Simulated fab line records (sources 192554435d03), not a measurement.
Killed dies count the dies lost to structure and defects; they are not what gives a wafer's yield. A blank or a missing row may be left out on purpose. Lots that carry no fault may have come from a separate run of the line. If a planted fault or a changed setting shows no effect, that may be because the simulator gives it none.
Lot-split experiment + flow n5Finfet + 21 wafers read from 7 lots, route of 1938 steps

== SPLIT DETAILS ==
At N5_BEOL_M1_HM_DEP_02 (deposits TiN, target thk 20 nm), the setting targetThkA was moved away from the recipe's 200 angstrom on 8 of the 21 wafers read, by -11.5% to +11.2%. This setting was run at the recipe's value on the other wafers.

The reading is taken at the split's own step.

== THE READING ==
TiN_of_BEOL_M1_HM_DEP_02.thkNm (the simulator's own value, which no gauge read), in nm, at N5_BEOL_M1_HM_DEP_02 (deposits TiN, target thk 20 nm). The file gives no usual value for it. The 13 wafers here that ran the recipe average 20.1 nm, standard deviation 0.23 nm.

| wafer  | tool, chamber at the split | targetThkA as run, angstrom | against the recipe | TiN_of_BEOL_M1_HM_DEP_02.thkNm, nm | against lot-mates on the recipe |
|--------|----------------------------|-----------------------------|--------------------|------------------------------------|---------------------------------|
| L079.2 | pvdSputter-03, -           | 200                         | recipe             | 20.4                               | -                               |
| L079.5 | pvdSputter-03, -           | 200                         | recipe             | 20                                 | -                               |
| L079.6 | pvdSputter-03, -           | 200                         | recipe             | 20.2                               | -                               |
| L081.1 | pvdSputter-03, -           | 177                         | -11.5%             | 17.6                               | no lot-mate on the recipe       |
| L081.3 | pvdSputter-03, -           | 177                         | -11.5%             | 17.8                               | no lot-mate on the recipe       |
| L081.5 | pvdSputter-03, -           | 177                         | -11.5%             | 18                                 | no lot-mate on the recipe       |
| L084.2 | pvdSputter-01, -           | 200                         | recipe             | 20.2                               | -                               |
| L084.5 | pvdSputter-01, -           | 200                         | recipe             | 20.6                               | -                               |
| L084.6 | pvdSputter-01, -           | 200                         | recipe             | 20.4                               | -                               |
| L083.1 | pvdSputter-03, -           | 200                         | recipe             | 20.2                               | -                               |
| L083.3 | pvdSputter-03, -           | 207.4                       | +3.7%              | 20.8                               | +0.6                            |
| L083.4 | pvdSputter-03, -           | 207.4                       | +3.7%              | 20.8                               | +0.6                            |
| L091.2 | pvdSputter-03, -           | 200                         | recipe             | 20.2                               | -                               |
| L091.4 | pvdSputter-03, -           | 200                         | recipe             | 20                                 | -                               |
| L091.6 | pvdSputter-03, -           | 216.6                       | +8.3%              | 21.4                               | +1.3                            |
| L094.1 | pvdSputter-02, -           | 222.3                       | +11.2%             | 22.2                               | +2.2                            |
| L094.2 | pvdSputter-02, -           | 200                         | recipe             | 20                                 | -                               |
| L094.3 | pvdSputter-02, -           | 222.3                       | +11.2%             | 22                                 | +2.0                            |
| L095.1 | pvdSputter-02, -           | 200                         | recipe             | 19.8                               | -                               |
| L095.2 | pvdSputter-02, -           | 200                         | recipe             | 19.8                               | -                               |
| L095.3 | pvdSputter-02, -           | 200                         | recipe             | 20                                 | -                               |

FIT RESULTS
A straight line over all 21 wafers: TiN_of_BEOL_M1_HM_DEP_02.thkNm changes by +0.189 nm for each +1% of targetThkA; r = +0.98; the points scatter about the line by 0.22 nm.
The same after taking each lot's own level away (the mean of its wafers on the recipe; 18 wafers): +0.181 nm for each +1%; r = +0.98; scatter 0.13 nm.
Per that fit: largest targetThkA move, reading shift of 2.1 nm.
Measured against the standard deviation above, the lots' own levels, which go from 19.87 to 20.40 nm, span 2.3 times it.
The two slopes are in agreement: the lot-to-lot level therefore moves the slope only a little.
Check: +1.9 nm against its lot-mates is what the line predicts for one of the wafers moved furthest among these (+11.2%) when that wafer is left out of the fit. Against them it came out at +2.2 nm.

== THE OTHER SPLITS THESE WAFERS WENT THROUGH ==
Other splits were also applied to these wafers ahead of the reading. Each is held against what the fit with the lots' levels taken away leaves over:
| other split on the same wafers         | wafers away from the commonest value | r with TiN_of_BEOL_M1_HM_DEP_02.thkNm (lot level and that fit taken away) |
|----------------------------------------|--------------------------------------|---------------------------------------------------------------------------|
| N5_FIN_SAQP_EXPOSE_13 doseMj           | 8                                    | -0.07                                                                     |
| N5_DUMMY_GATE_PECVD_30 timeS           | 8                                    | -0.21                                                                     |
| N5_HKMG_FIN_HK_ALD_01 aldCycles        | 7                                    | +0.35                                                                     |
| N5_HKMG_FIN_COAT_85 spinRpm            | 3                                    | -0.09                                                                     |
| N5_MOL_CONTACT_COAG_CVD_140 targetThkA | 5                                    | -0.39                                                                     |
| N5_BEOL_M0_SAQP_COAT_08 spinRpm        | 3                                    | -0.29                                                                     |
| N5_BEOL_M0_ETCH_109 biasW              | 8                                    | +0.11                                                                     |

== THE FILE'S OWN FIT ==
TiN_of_BEOL_M1_HM_DEP_02.thkNm changes by +0.176 nm for each +1% of targetThkA, r = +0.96.
